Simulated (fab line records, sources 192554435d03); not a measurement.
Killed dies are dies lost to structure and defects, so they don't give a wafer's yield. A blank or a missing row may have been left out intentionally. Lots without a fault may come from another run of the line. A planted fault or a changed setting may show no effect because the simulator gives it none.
One fault through the eyes of 3 desks ; flow n5Finfet ; what lay behind the numbers comes last; until then each desk has only its own

THE TOOL OWNER'S DESK: rieMetal-02
The tool's own readings at N5_BEOL_M8_HM_OPEN_17 (chemistry Cl2/BCl3, target TiN, target depth 20 nm, overetch 6 nm): means of the sampled wafers that have a number, for each lot that ran on this tool. Marked OUT: a lot whose mean sits more than 4 standard deviations from the usual mean, which makes it out of limits; the brackets give that distance.
Columns: A = drypumpMotorCurrentA at N5_BEOL_M8_HM_OPEN_17, usual 5.8 A; B = oesProductAu at N5_BEOL_M8_HM_OPEN_17, usual 0.67 a.u.; C = throttleValvePct at N5_BEOL_M8_HM_OPEN_17, usual 22.28 %
lot;first seen here;A;B;C
L950;day 10 07:50;5.7;0.65;22.34
L954;day 11 01:38;5.8;0.68;22.25
L957;day 11 22:37;5.8;0.67;22.25
L956;day 12 19:08;5.5;0.58;22.51
This desk's finding: nothing out of limits on any of the 4 lots.

AT THE METROLOGY DESK
Lot by lot, what the gauges showed, no matter which tool ran the lot: averages of those sampled wafers that carry a number. Marked OUT: a lot whose mean sits more than 4 standard deviations from the usual mean, which makes it out of limits; the brackets give that distance.
Columns: A = cdNm at N5_BEOL_M8_CD_MEAS_11, usual 38.7 nm; B = M8_OVL at N5_BEOL_M8_OVL_MEAS_12, usual 0.1 nm
lot;first seen here;A;B
L950;day 10 06:03;38.5;0.4
L951;day 10 11:43;38.7;0.4
L954;day 11 01:02;38.0;-0.1
L957;day 11 22:15;38.6;0.3
L956;day 12 18:38;39.1;0.4
L966;day 14 07:41;39.4;0.2
L968;day 14 15:13;38.8;0.0
This desk's finding: nothing out of limits on any of the 7 lots.

THE DEFECT DESK
Per lot, the means of the sampled wafers with a number show what the inspections along the route counted. Marked OUT: a lot whose mean sits more than 4 standard deviations from the usual mean, which makes it out of limits; the brackets give that distance.
Columns: A = rawDefectCount at N5_BEOL_M8_INSPECT_13, usual 404
lot;first seen here;A
L950;day 10 06:06;398
L951;day 10 11:46;344
L954;day 11 01:06;375
L957;day 11 22:19;459
L956;day 12 18:41;553
L966;day 14 07:44;434
L968;day 14 15:16;318
This desk's finding: nothing out of limits on any of the 7 lots.

PUT TOGETHER
The desk of the tool owner found nothing out of limits.
From the metrology desk's view, nothing was out of limits.
The defect desk saw nothing out of limits.

WHAT THE SIMULATOR PUT IN
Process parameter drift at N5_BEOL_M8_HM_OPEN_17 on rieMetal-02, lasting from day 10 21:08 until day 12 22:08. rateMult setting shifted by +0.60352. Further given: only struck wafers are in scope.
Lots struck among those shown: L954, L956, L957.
